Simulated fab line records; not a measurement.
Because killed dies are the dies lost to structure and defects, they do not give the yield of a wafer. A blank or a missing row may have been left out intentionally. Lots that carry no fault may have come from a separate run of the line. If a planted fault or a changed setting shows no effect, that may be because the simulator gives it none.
Chamber matching ; flow nandHarc ; rieDiel-08 running NHARC_P_M0_STRIP_18: 4 sister chambers
The step strips in N2/H2. 16 wafers are shown with their chamber, then 8 later ones without.

WAFERS, EACH WITH ITS CHAMBER
wafer;chamber;showerheadPlenumPTorr (Torr);drypumpMotorCurrentA (A);rfVppV (V)
L074.1;1;1.91;5.9;87.3
L074.2;3;2.05;5.6;91.1
L074.6;3;2.05;5.6;91.0
L077.1;0;2.02;6.3;91.2
L077.5;3;2.05;5.6;90.8
L077.6;0;2.02;6.3;92.0
L079.1;2;1.97;5.3;90.6
L079.3;1;1.90;5.9;90.3
L079.4;3;2.05;5.7;91.1
L082.1;3;2.05;5.6;90.5
L082.2;2;1.97;5.4;90.3
L082.3;1;1.90;5.9;89.2
L086.1;0;2.02;6.3;90.5
L086.4;2;1.97;5.4;91.7
L086.5;0;2.02;6.3;90.0
L087.1;3;2.05;5.7;89.7

SIGNATURES, as means of the wafers listed above
reading;chamber 0;chamber 1;chamber 2;chamber 3;scatter within a chamber
showerheadPlenumPTorr;2.0200;1.9033;1.9700;2.0500;0.00236
drypumpMotorCurrentA;6.300;5.900;5.367;5.633;0.0408
rfVppV;90.925;88.933;90.867;90.700;0.886
Rule: distance of a wafer from a chamber = root of the sum over the readings of ((wafer's reading minus chamber's mean) / reading's scatter) squared. The wafer belongs to the nearest chamber; if the next one is less than 2 further off, it can't be placed. How the scatter is found: for the shown wafers, subtract from each reading the mean of its chamber, square and add these, divide the total by (wafers less chambers), then take the root.

WAFERS WITHOUT THEIR CHAMBER
wafer;showerheadPlenumPTorr (Torr);drypumpMotorCurrentA (A);rfVppV (V)
L087.2;1.90;5.9;90.4
L087.4;2.02;6.3;90.6
L089.1;2.02;6.3;90.7
L089.2;1.97;5.4;90.7
L089.5;1.97;5.4;91.8
L097.1;2.02;6.3;91.5
L097.2;1.90;5.9;90.1
L097.4;2.05;5.7;90.2

EACH ONE'S CHAMBER
wafer;from the rows above;in truth
L087.2;1;1
L087.4;0;0
L089.1;0;0
L089.2;2;2
L089.5;2;2
L097.1;0;0
L097.2;1;1
L097.4;3;3
Correctly placed: 8 of 8. Not placeable from these rows: 0. Number placed wrongly: 0.
